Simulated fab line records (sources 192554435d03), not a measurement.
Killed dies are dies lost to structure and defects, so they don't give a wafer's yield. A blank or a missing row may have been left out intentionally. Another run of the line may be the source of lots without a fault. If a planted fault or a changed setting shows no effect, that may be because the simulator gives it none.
fab line records || flow n5-finfet
record: {"lots": 5, "wafers": 15, "last-day": 16}
route steps=1938 shown BEOL_M6@1212
lots untouched by any fault: they come from a run of this same line in which no faults occurred
start-h: hours from the record's first day to the start of the lot's first wafer shown || wait-h: hours since the lot's step before || " same as the row above || L1.1+2: a single row standing in for several wafers || - no value, or no start was given || * or withheld: withheld || < > ~ a bound
route shown NAME@n: names a module that has steps shown in the file, with the first one's number in the route || usual: the fault-free wafers' mean and standard deviation || same: alike in all rows || chamber/n: place in a boat || sites: the reading at each site || _std_site: the values' standard deviation || _edge_site: outer sites' mean less inner sites' || radius-mm: for every site, how far away it sits from the centre of the wafer || mask NAME#n: copy n || behind: the most recent tool/chamber to have shaped the wafer || hold: the reason the lot was held/the length of the hold in hours/how it ended || device: names the non-switching transistor (n, p or np) || end of line: the same wafers' tests at the end of the route || for a step that has no rows: nothing shown but its recipe || killed: dies that structure and defects cost at the first sort, which is not the same as the wafer's yield || map: dies across one wafer; x = killed, . = not, _ = none there
set.NAME: the setting as run; set.NAME@STEP: as run at that earlier step || model.NAME: the simulator's own value behind a step, which no gauge read
a table for each step, a row for each wafer; lots at some steps of the route
services: when a tool's chamber went out of use (start-h, in hours from the record's first day, below 0 if earlier), for how many hours, and the reason
== steps ==
step: N5_BEOL_M6_ETCH_62
recipe: {"chemistry": "N2/H2", "target": "SOC", "target-depth-a": 1100, "overetch-a": 220, "mask-material": "SiARC", "temp-c": 40, "time-s": 165, "ion-energy-ev": 200, "pressure-mtorr": 30, "source-w": 840, "bias-w": 150, "n2-flow-sccm": 200, "h2-flow-sccm": 200}
step: N5_BEOL_M6_STRIP_68
recipe: {"chemistry": "N2/H2", "temp-c": 40, "n2-flow-sccm": 200, "h2-flow-sccm": 200, "rf-frequency-hz": 6e+07}
step: N5_BEOL_M6_STRIP_67
recipe: {"chemistry": "CF4", "resist": "SiARC", "power-w": 300, "bias-power-w": 75, "pressure-mtorr": 50, "cf4-flow-sccm": 150, "rf-frequency-hz": 6e+07}
step: N5_BEOL_M6_HM_OPEN_17
recipe: {"chemistry": "Cl2/BCl3", "target-depth-a": 200, "overetch-a": 60, "target": "TiN", "mask-material": "SOC", "ion-energy-ev": 150, "pressure-mtorr": 10, "icp-w": 1000, "bias-w": 126, "Cl2_flow_sccm": 53.25, "bcl3-flow-sccm": 21.75, "Ar_flow_sccm": 25}
step: N5_BEOL_M6_STRIP_19
recipe: {"chemistry": "O2", "power-w": 400, "temp-c": 40, "pressure-mtorr": 30, "rf-frequency-hz": 6e+07, "bias-power-w": 0, "overash-fraction": 0.2, "o2-flow-sccm": 225}
step: N5_BEOL_M6_COAT_63
recipe: {"resist": "SOC", "temp-c": 250, "time-s": 60, "spin-rpm": 1500, "resist-thk-nm": 60}
step: N5_BEOL_M6_COAT_64
recipe: {"resist": "SiARC", "temp-c": 220, "time-s": 60, "spin-rpm": 1500, "resist-thk-nm": 12}
step: N5_BEOL_M6_COAT_71
recipe: {"resist": "underlayer", "temp-c": 205, "time-s": 60, "spin-rpm": 1500, "resist-thk-nm": 5}
step: N5_BEOL_M6_COAT_22
recipe: {"resist": "CAR-EUV", "spin-rpm": 1500, "resist-thk-nm": 30}
step: N5_BEOL_M6_EBR_24
recipe: {"solvent": "PGMEA", "ebr-width-mm": 1.5}
step: N5_BEOL_M6_SOFTBAKE_23
recipe: {"temp-c": 110, "time-s": 60, "resist": "CAR-EUV"}
step: N5_BEOL_M6_EXPOSE_25
recipe: {"mask-id": "V5", "na": 0.33, "source-shape": "annular", "sigma-inner": 0.4, "sigma-outer": 0.8, "polarization": "unpolarized", "target-cd-nm": 40, "dose-mj": 45}
usual: {"exposure-dose-mJ-cm2": "44.98/0.047"}
{"lot.wafer": "L319.4", "tool": "euv-scanner-02", "chamber": 0, "start-h": 187.16, "wait-h": "-", "mask": "V5#0", "exposure-dose-mJ-cm2": 44.98}
{"lot.wafer": "L319.5", "tool": "euv-scanner-02", "chamber": 0, "start-h": 187.16, "wait-h": "-", "mask": "V5#0", "exposure-dose-mJ-cm2": 44.96}
{"lot.wafer": "L319.6", "tool": "euv-scanner-02", "chamber": 0, "start-h": 187.16, "wait-h": "-", "mask": "V5#0", "exposure-dose-mJ-cm2": 45.02}
{"lot.wafer": "L324.1", "tool": "euv-scanner-02", "chamber": 0, "start-h": 211.62, "wait-h": "-", "mask": "V5#0", "exposure-dose-mJ-cm2": 44.04}
{"lot.wafer": "L324.2", "tool": "euv-scanner-02", "chamber": 0, "start-h": 211.62, "wait-h": "-", "mask": "V5#0", "exposure-dose-mJ-cm2": 44.13}
{"lot.wafer": "L324.3", "tool": "euv-scanner-02", "chamber": 0, "start-h": 211.62, "wait-h": "-", "mask": "V5#0", "exposure-dose-mJ-cm2": 44.05}
{"lot.wafer": "L325.1", "tool": "euv-scanner-02", "chamber": 0, "start-h": 222.29, "wait-h": "-", "mask": "V5#0", "exposure-dose-mJ-cm2": 44.31}
{"lot.wafer": "L325.2", "tool": "euv-scanner-02", "chamber": 0, "start-h": 222.29, "wait-h": "-", "mask": "V5#0", "exposure-dose-mJ-cm2": 44.16}
{"lot.wafer": "L325.6", "tool": "euv-scanner-02", "chamber": 0, "start-h": 222.29, "wait-h": "-", "mask": "V5#0", "exposure-dose-mJ-cm2": 44.18}
{"lot.wafer": "L326.3", "tool": "euv-scanner-02", "chamber": 0, "start-h": 230.77, "wait-h": "-", "mask": "V5#0", "exposure-dose-mJ-cm2": 44.31}
{"lot.wafer": "L326.4", "tool": "euv-scanner-02", "chamber": 0, "start-h": 230.77, "wait-h": "-", "mask": "V5#0", "exposure-dose-mJ-cm2": 44.30}
{"lot.wafer": "L326.5", "tool": "euv-scanner-02", "chamber": 0, "start-h": 230.77, "wait-h": "-", "mask": "V5#0", "exposure-dose-mJ-cm2": 44.26}
{"lot.wafer": "L335.2", "tool": "euv-scanner-01", "chamber": 0, "start-h": 297.96, "wait-h": "-", "mask": "V5#0", "exposure-dose-mJ-cm2": 44.97}
{"lot.wafer": "L335.3", "tool": "euv-scanner-01", "chamber": 0, "start-h": 297.96, "wait-h": "-", "mask": "V5#0", "exposure-dose-mJ-cm2": 44.94}
{"lot.wafer": "L335.6", "tool": "euv-scanner-01", "chamber": 0, "start-h": 297.96, "wait-h": "-", "mask": "V5#0", "exposure-dose-mJ-cm2": 44.88}
step: N5_BEOL_M6_PEB_26
recipe: {"peb-temp-c": 100, "peb-time-s": 60, "resist": "CAR-EUV"}
step: N5_BEOL_M6_DEVELOP_27
recipe: {"develop-time-s": 30, "developer": "TMAH", "resist": "CAR-EUV", "rinse-liquid": "surfactant-rinse", "dry": "air-spin", "dev-temp-c": 23}
step: N5_BEOL_M6_DESCUM_33
recipe: {"chemistry": "O2", "time-s": 7, "source-power-w": 50, "bias-power-w": 20, "pressure-mtorr": 20, "rf-frequency-hz": 2.712e+07, "temp-c": 40, "resist": "CAR-EUV", "o2-flow-sccm": 225}
usual: {"drypump-motor-current-A": "5.9/0.48", "oes-product-au": "0.78/0.11", "rf-vpp-V": "243.2/1.4", "showerhead-plenum-p-Torr": "2.09/0.079", "throttle-valve-pct": "20.32/0.24"}
{"lot.wafer": "L319.4", "tool": "rie-diel-05", "chamber": 1, "start-h": 188.34, "wait-h": 1.0, "drypump-motor-current-A": 5.0, "oes-product-au": 0.71, "rf-hours-counter-h": 193, "rf-vpp-V": 242.8, "showerhead-plenum-p-Torr": 2.07, "throttle-valve-pct": 20.15, "model.BEOL_M6.cd-nm": 40}
{"lot.wafer": "L319.5", "tool": "rie-diel-05", "chamber": 3, "start-h": 188.34, "wait-h": 1.0, "drypump-motor-current-A": 6.2, "oes-product-au": 0.70, "rf-hours-counter-h": "-", "rf-vpp-V": 245.1, "showerhead-plenum-p-Torr": 2.13, "throttle-valve-pct": 20.08, "model.BEOL_M6.cd-nm": 40.2}
{"lot.wafer": "L319.6", "tool": "rie-diel-05", "chamber": 2, "start-h": 188.34, "wait-h": 1.0, "drypump-motor-current-A": 6.0, "oes-product-au": 0.69, "rf-hours-counter-h": "-", "rf-vpp-V": 240.5, "showerhead-plenum-p-Torr": 1.98, "throttle-valve-pct": 20.60, "model.BEOL_M6.cd-nm": 40.2}
{"lot.wafer": "L324.1", "tool": "rie-diel-03", "chamber": 2, "start-h": 211.88, "wait-h": 0.0, "drypump-motor-current-A": 6.0, "oes-product-au": 0.70, "rf-hours-counter-h": 236, "rf-vpp-V": 244.5, "showerhead-plenum-p-Torr": 2.15, "throttle-valve-pct": 20.95, "model.BEOL_M6.cd-nm": 39.4}
{"lot.wafer": "L324.2", "tool": "rie-diel-03", "chamber": 3, "start-h": 211.88, "wait-h": 0.0, "drypump-motor-current-A": 5.5, "oes-product-au": 0.87, "rf-hours-counter-h": 54, "rf-vpp-V": 243.2, "showerhead-plenum-p-Torr": 2.04, "throttle-valve-pct": 20.41, "model.BEOL_M6.cd-nm": 39.4}
{"lot.wafer": "L324.3", "tool": "rie-diel-03", "chamber": 0, "start-h": 211.88, "wait-h": 0.0, "drypump-motor-current-A": 5.3, "oes-product-au": 0.69, "rf-hours-counter-h": 203, "rf-vpp-V": 244.0, "showerhead-plenum-p-Torr": 2.08, "throttle-valve-pct": 20.53, "model.BEOL_M6.cd-nm": 39.4}
{"lot.wafer": "L325.1", "tool": "rie-diel-03", "chamber": 3, "start-h": 222.55, "wait-h": 0.0, "drypump-motor-current-A": 5.5, "oes-product-au": 0.87, "rf-hours-counter-h": 58, "rf-vpp-V": 243.7, "showerhead-plenum-p-Torr": 2.04, "throttle-valve-pct": 20.39, "model.BEOL_M6.cd-nm": 39.2}
{"lot.wafer": "L325.2", "tool": "rie-diel-03", "chamber": 0, "start-h": 222.55, "wait-h": 0.0, "drypump-motor-current-A": 5.4, "oes-product-au": 0.70, "rf-hours-counter-h": 207, "rf-vpp-V": 241.7, "showerhead-plenum-p-Torr": 2.08, "throttle-valve-pct": 20.53, "model.BEOL_M6.cd-nm": 39.4}
{"lot.wafer": "L325.6", "tool": "rie-diel-03", "chamber": 2, "start-h": 222.55, "wait-h": 0.0, "drypump-motor-current-A": 6.0, "oes-product-au": 0.70, "rf-hours-counter-h": "-", "rf-vpp-V": 244.0, "showerhead-plenum-p-Torr": 2.15, "throttle-valve-pct": 20.95, "model.BEOL_M6.cd-nm": 39.4}
{"lot.wafer": "L326.3", "tool": "rie-diel-04", "chamber": 1, "start-h": 231.01, "wait-h": 0.0, "drypump-motor-current-A": 6.1, "oes-product-au": 0.67, "rf-hours-counter-h": 250, "rf-vpp-V": 243.8, "showerhead-plenum-p-Torr": 2.16, "throttle-valve-pct": 20.31, "model.BEOL_M6.cd-nm": 39.8}
{"lot.wafer": "L326.4", "tool": "rie-diel-04", "chamber": 3, "start-h": 231.01, "wait-h": 0.0, "drypump-motor-current-A": 6.1, "oes-product-au": 0.79, "rf-hours-counter-h": 139, "rf-vpp-V": 240.5, "showerhead-plenum-p-Torr": 2.01, "throttle-valve-pct": 20.17, "model.BEOL_M6.cd-nm": 39.6}
{"lot.wafer": "L326.5", "tool": "rie-diel-04", "chamber": 3, "start-h": 231.01, "wait-h": 0.0, "drypump-motor-current-A": 6.1, "oes-product-au": 0.78, "rf-hours-counter-h": "-", "rf-vpp-V": 241.8, "showerhead-plenum-p-Torr": 2.01, "throttle-valve-pct": 20.17, "model.BEOL_M6.cd-nm": 39.8}
{"lot.wafer": "L335.2", "tool": "rie-diel-03", "chamber": 3, "start-h": 298.46, "wait-h": 0.3, "drypump-motor-current-A": 5.5, "oes-product-au": 0.83, "rf-hours-counter-h": 84, "rf-vpp-V": 243.1, "showerhead-plenum-p-Torr": 2.03, "throttle-valve-pct": 20.43, "model.BEOL_M6.cd-nm": 40}
{"lot.wafer": "L335.3", "tool": "rie-diel-03", "chamber": 1, "start-h": 298.46, "wait-h": 0.3, "drypump-motor-current-A": 6.6, "oes-product-au": 0.82, "rf-hours-counter-h": 99, "rf-vpp-V": 242.5, "showerhead-plenum-p-Torr": 2.02, "throttle-valve-pct": 20.09, "model.BEOL_M6.cd-nm": 40.2}
{"lot.wafer": "L335.6", "tool": "rie-diel-03", "chamber": 3, "start-h": 298.46, "wait-h": 0.3, "drypump-motor-current-A": 5.5, "oes-product-au": 0.84, "rf-hours-counter-h": "-", "rf-vpp-V": 242.0, "showerhead-plenum-p-Torr": 2.03, "throttle-valve-pct": 20.43, "model.BEOL_M6.cd-nm": 40.2}
step: N5_BEOL_M6_ETCH_72
recipe: {"chemistry": "N2/H2", "target": "underlayer", "target-depth-a": 65, "mask-material": "CAR-EUV", "time-s": 5.2, "ion-energy-ev": 200, "pressure-mtorr": 30, "source-w": 840, "bias-w": 150, "n2-flow-sccm": 200, "h2-flow-sccm": 200, "ends": "cleared"}
step: N5_BEOL_M6_ETCH_65
recipe: {"chemistry": "CF4", "target": "SiARC", "target-depth-a": 156, "mask-material": "CAR-EUV", "time-s": 26, "ion-energy-ev": 80, "pressure-mtorr": 40, "source-w": 545, "bias-w": 36, "Ar_flow_sccm": 100, "cf4-flow-sccm": 100, "ends": "cleared"}
step: N5_BEOL_M6_ETCH_66
recipe: {"chemistry": "N2/H2", "target": "SOC", "target-depth-a": 800, "overetch-a": 160, "mask-material": "SiARC", "temp-c": 40, "time-s": 120, "ion-energy-ev": 200, "pressure-mtorr": 30, "source-w": 840, "bias-w": 150, "n2-flow-sccm": 200, "h2-flow-sccm": 200}
step: N5_BEOL_M6_STRIP_69
recipe: {"chemistry": "N2/H2", "temp-c": 40, "n2-flow-sccm": 200, "h2-flow-sccm": 200, "rf-frequency-hz": 6e+07}
step: N5_BEOL_M6_STRIP_73
recipe: {"chemistry": "N2/H2", "temp-c": 40, "n2-flow-sccm": 200, "h2-flow-sccm": 200, "rf-frequency-hz": 6e+07}
step: N5_BEOL_M6_VIA_ETCH_34
recipe: {"chemistry": "C4F6/O2", "target": "SiCOH_lowk", "target-depth-a": 1263, "mask-material": "SOC", "taper-deg": 4, "time-s": 50.9, "ion-energy-ev": 250, "pressure-mtorr": 30, "source-w": 345, "bias-w": 185, "Ar_flow_sccm": 300, "C4F6_flow_sccm": 10, "O2_flow_sccm": 10}
usual: {"drypump-motor-current-A": "5.9/0.48", "oes_ar_750_au": "0.78/0.1", "oes_f_703_au": "0.78/0.11", "oes-product-au": "0.78/0.11", "rf-vpp-V": "659/11", "showerhead-plenum-p-Torr": "2.85/0.095", "throttle-valve-pct": "20.80/0.24"}
{"lot.wafer": "L319.4", "tool": "rie-diel-05", "chamber": 1, "start-h": 188.52, "wait-h": 0.0, "drypump-motor-current-A": 5.0, "oes_ar_750_au": 0.71, "oes_f_703_au": 0.71, "oes-product-au": 0.71, "rf-hours-counter-h": 194, "rf-vpp-V": 648, "showerhead-plenum-p-Torr": 2.83, "throttle-valve-pct": 20.67, "model.BEOL_M6.cd-nm": 40}
{"lot.wafer": "L319.5", "tool": "rie-diel-05", "chamber": 3, "start-h": 188.52, "wait-h": 0.0, "drypump-motor-current-A": 6.1, "oes_ar_750_au": 0.70, "oes_f_703_au": 0.70, "oes-product-au": 0.70, "rf-hours-counter-h": "-", "rf-vpp-V": 641, "showerhead-plenum-p-Torr": 2.92, "throttle-valve-pct": 20.67, "model.BEOL_M6.cd-nm": 40.4}
{"lot.wafer": "L319.6", "tool": "rie-diel-05", "chamber": 2, "start-h": 188.52, "wait-h": 0.0, "drypump-motor-current-A": 5.9, "oes_ar_750_au": 0.70, "oes_f_703_au": 0.71, "oes-product-au": 0.68, "rf-hours-counter-h": "-", "rf-vpp-V": 653, "showerhead-plenum-p-Torr": 2.69, "throttle-valve-pct": 21.00, "model.BEOL_M6.cd-nm": 40.6}
{"lot.wafer": "L324.1", "tool": "rie-diel-03", "chamber": 2, "start-h": 212.06, "wait-h": 0.0, "drypump-motor-current-A": 5.9, "oes_ar_750_au": 0.71, "oes_f_703_au": 0.71, "oes-product-au": 0.70, "rf-hours-counter-h": 236, "rf-vpp-V": 667, "showerhead-plenum-p-Torr": 2.93, "throttle-valve-pct": 21.45, "model.BEOL_M6.cd-nm": 39.4}
{"lot.wafer": "L324.2", "tool": "rie-diel-03", "chamber": 3, "start-h": 212.06, "wait-h": 0.0, "drypump-motor-current-A": 5.5, "oes_ar_750_au": 0.86, "oes_f_703_au": 0.84, "oes-product-au": 0.87, "rf-hours-counter-h": 54, "rf-vpp-V": 670, "showerhead-plenum-p-Torr": 2.80, "throttle-valve-pct": 20.97, "model.BEOL_M6.cd-nm": 38.8}
{"lot.wafer": "L324.3", "tool": "rie-diel-03", "chamber": 0, "start-h": 212.06, "wait-h": 0.0, "drypump-motor-current-A": 5.3, "oes_ar_750_au": 0.71, "oes_f_703_au": 0.70, "oes-product-au": 0.70, "rf-hours-counter-h": 203, "rf-vpp-V": 661, "showerhead-plenum-p-Torr": 2.83, "throttle-valve-pct": 20.97, "model.BEOL_M6.cd-nm": 39.2}
{"lot.wafer": "L325.1", "tool": "rie-diel-03", "chamber": 3, "start-h": 222.73, "wait-h": 0.0, "drypump-motor-current-A": 5.5, "oes_ar_750_au": 0.85, "oes_f_703_au": 0.84, "oes-product-au": 0.86, "rf-hours-counter-h": 58, "rf-vpp-V": 671, "showerhead-plenum-p-Torr": 2.80, "throttle-valve-pct": 20.99, "model.BEOL_M6.cd-nm": 39}
{"lot.wafer": "L325.2", "tool": "rie-diel-03", "chamber": 0, "start-h": 222.73, "wait-h": 0.0, "drypump-motor-current-A": 5.4, "oes_ar_750_au": 0.70, "oes_f_703_au": 0.70, "oes-product-au": 0.70, "rf-hours-counter-h": 207, "rf-vpp-V": 661, "showerhead-plenum-p-Torr": 2.83, "throttle-valve-pct": 20.98, "model.BEOL_M6.cd-nm": 39.6}
{"lot.wafer": "L325.6", "tool": "rie-diel-03", "chamber": 2, "start-h": 222.73, "wait-h": 0.0, "drypump-motor-current-A": 5.9, "oes_ar_750_au": 0.70, "oes_f_703_au": 0.70, "oes-product-au": 0.69, "rf-hours-counter-h": "-", "rf-vpp-V": 666, "showerhead-plenum-p-Torr": 2.92, "throttle-valve-pct": 21.45, "model.BEOL_M6.cd-nm": 39.2}
{"lot.wafer": "L326.3", "tool": "rie-diel-04", "chamber": 1, "start-h": 231.20, "wait-h": 0.0, "drypump-motor-current-A": 6.1, "oes_ar_750_au": 0.68, "oes_f_703_au": 0.70, "oes-product-au": 0.68, "rf-hours-counter-h": 250, "rf-vpp-V": 662, "showerhead-plenum-p-Torr": 2.91, "throttle-valve-pct": 20.64, "model.BEOL_M6.cd-nm": 39.8}
{"lot.wafer": "L326.4", "tool": "rie-diel-04", "chamber": 3, "start-h": 231.20, "wait-h": 0.0, "drypump-motor-current-A": 6.0, "oes_ar_750_au": 0.78, "oes_f_703_au": 0.76, "oes-product-au": 0.77, "rf-hours-counter-h": 139, "rf-vpp-V": 683, "showerhead-plenum-p-Torr": 2.75, "throttle-valve-pct": 20.72, "model.BEOL_M6.cd-nm": 39.8}
{"lot.wafer": "L326.5", "tool": "rie-diel-04", "chamber": 3, "start-h": 231.20, "wait-h": 0.0, "drypump-motor-current-A": 6.1, "oes_ar_750_au": 0.77, "oes_f_703_au": 0.76, "oes-product-au": 0.77, "rf-hours-counter-h": "-", "rf-vpp-V": 682, "showerhead-plenum-p-Torr": 2.75, "throttle-valve-pct": 20.72, "model.BEOL_M6.cd-nm": 39.8}
{"lot.wafer": "L335.2", "tool": "rie-diel-03", "chamber": 3, "start-h": 298.64, "wait-h": 0.0, "drypump-motor-current-A": 5.5, "oes_ar_750_au": 0.82, "oes_f_703_au": 0.81, "oes-product-au": 0.83, "rf-hours-counter-h": 84, "rf-vpp-V": 670, "showerhead-plenum-p-Torr": 2.79, "throttle-valve-pct": 21.02, "model.BEOL_M6.cd-nm": 39.8}
{"lot.wafer": "L335.3", "tool": "rie-diel-03", "chamber": 1, "start-h": 298.64, "wait-h": 0.0, "drypump-motor-current-A": 6.6, "oes_ar_750_au": 0.82, "oes_f_703_au": 0.83, "oes-product-au": 0.82, "rf-hours-counter-h": 99, "rf-vpp-V": 657, "showerhead-plenum-p-Torr": 2.77, "throttle-valve-pct": 20.66, "model.BEOL_M6.cd-nm": 40.6}
{"lot.wafer": "L335.6", "tool": "rie-diel-03", "chamber": 3, "start-h": 298.64, "wait-h": 0.0, "drypump-motor-current-A": 5.5, "oes_ar_750_au": 0.82, "oes_f_703_au": 0.81, "oes-product-au": 0.83, "rf-hours-counter-h": "-", "rf-vpp-V": 670, "showerhead-plenum-p-Torr": 2.78, "throttle-valve-pct": 21.02, "model.BEOL_M6.cd-nm": 40}
step: N5_BEOL_M6_STRIP_76
recipe: {"chemistry": "C4F6/O2", "resist": "SiARC", "rf-frequency-hz": 6e+07}
== services ==
{"tool": "euv-scanner-01", "chamber": "-", "start-h": 169.72, "hours": 1.0, "kind": "pm"}
{"tool": "euv-scanner-02", "chamber": "-", "start-h": 170.70, "hours": 1.0, "kind": "pm"}
{"tool": "euv-scanner-02", "chamber": "-", "start-h": 171.71, "hours": 4.6, "kind": "pm"}
{"tool": "rie-diel-05", "chamber": "-", "start-h": 172.74, "hours": 15.6, "kind": "pm"}
{"tool": "euv-scanner-02", "chamber": 0, "start-h": 198.71, "hours": "-", "kind": "calibration"}
{"tool": "rie-diel-05", "chamber": 2, "start-h": 209.68, "hours": "-", "kind": "clean"}
{"tool": "rie-diel-05", "chamber": 2, "start-h": 209.68, "hours": "-", "kind": "consumable-replace:focus-ring"}
{"tool": "rie-diel-05", "chamber": 2, "start-h": 209.68, "hours": "-", "kind": "consumable-replace:showerhead"}
{"tool": "rie-diel-05", "chamber": 2, "start-h": 209.68, "hours": 16.3, "kind": "scheduled-down"}
{"tool": "rie-diel-05", "chamber": 2, "start-h": 209.68, "hours": 16.3, "kind": "vent-cycle"}
{"tool": "euv-scanner-01", "chamber": "-", "start-h": 210.59, "hours": 8.0, "kind": "pm"}
{"tool": "euv-scanner-01", "chamber": "-", "start-h": 218.59, "hours": 1.0, "kind": "pm"}
{"tool": "rie-diel-04", "chamber": "-", "start-h": 223.43, "hours": 2.3, "kind": "repair"}
{"tool": "euv-scanner-02", "chamber": "-", "start-h": 229.53, "hours": 1.0, "kind": "pm"}
{"tool": "rie-diel-03", "chamber": 1, "start-h": 242.80, "hours": 8.4, "kind": "repair"}
{"tool": "rie-diel-03", "chamber": 2, "start-h": 252.65, "hours": "-", "kind": "clean"}
{"tool": "rie-diel-03", "chamber": 2, "start-h": 252.65, "hours": "-", "kind": "consumable-replace:focus-ring"}
{"tool": "rie-diel-03", "chamber": 2, "start-h": 252.65, "hours": 16.5, "kind": "scheduled-down"}
{"tool": "rie-diel-03", "chamber": 2, "start-h": 252.65, "hours": 16.5, "kind": "vent-cycle"}
{"tool": "rie-diel-04", "chamber": 3, "start-h": 254.77, "hours": 12.9, "kind": "repair"}
{"tool": "euv-scanner-01", "chamber": "-", "start-h": 255.63, "hours": 12.0, "kind": "pm"}
{"tool": "euv-scanner-01", "chamber": "-", "start-h": 267.63, "hours": 5.8, "kind": "pm"}
{"tool": "euv-scanner-01", "chamber": "-", "start-h": 277.00, "hours": 1.2, "kind": "repair"}
{"tool": "euv-scanner-02", "chamber": "-", "start-h": 285.68, "hours": 1.0, "kind": "pm"}
== key ==
first-sign: {"step": "N5_BEOL_M6_EXPOSE_25", "reading": "exposure-dose-mJ-cm2", "direction": "down", "sigmas": 17, "usual": 44.98, "struck": 44.19}
effect none on later readings
model-effect: {"step": "N5_BEOL_M6_DESCUM_33", "value": "BEOL_M6.cd-nm", "without": 39.89, "struck": 39.49}
model-effect: {"step": "N5_BEOL_M6_VIA_ETCH_34", "value": "BEOL_M6.cd-nm", "without": 39.84, "struck": 39.4}
met-at N5_BEOL_M6_EXPOSE_25
struck-wafers L324.1,L324.2,L324.3,L325.1,L325.2,L325.6,L326.3,L326.4,L326.5
rows-end L326.3,L326.4,L326.5
loop-trim: {"step": "N5_BEOL_M6_EXPOSE_25", "setting": "dose", "lots": "L324,L325,L326"}
onset-between 187.16 211.62
fault: {"kind": "process-parameter-drift", "tool": "euv-scanner-02", "chamber": "-", "onset-h": 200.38, "steps": "N5_BEOL_M6_EXPOSE_25", "channel": "dose-mj", "offset": -1.1866, "shape": "step", "acts-in": "these-recipes-only", "stated": 45}
rows-end: these wafers met a further fault down the route, and their rows from its step on are left out
loop-trim: a control loop set the setting to another value than it would have without faults
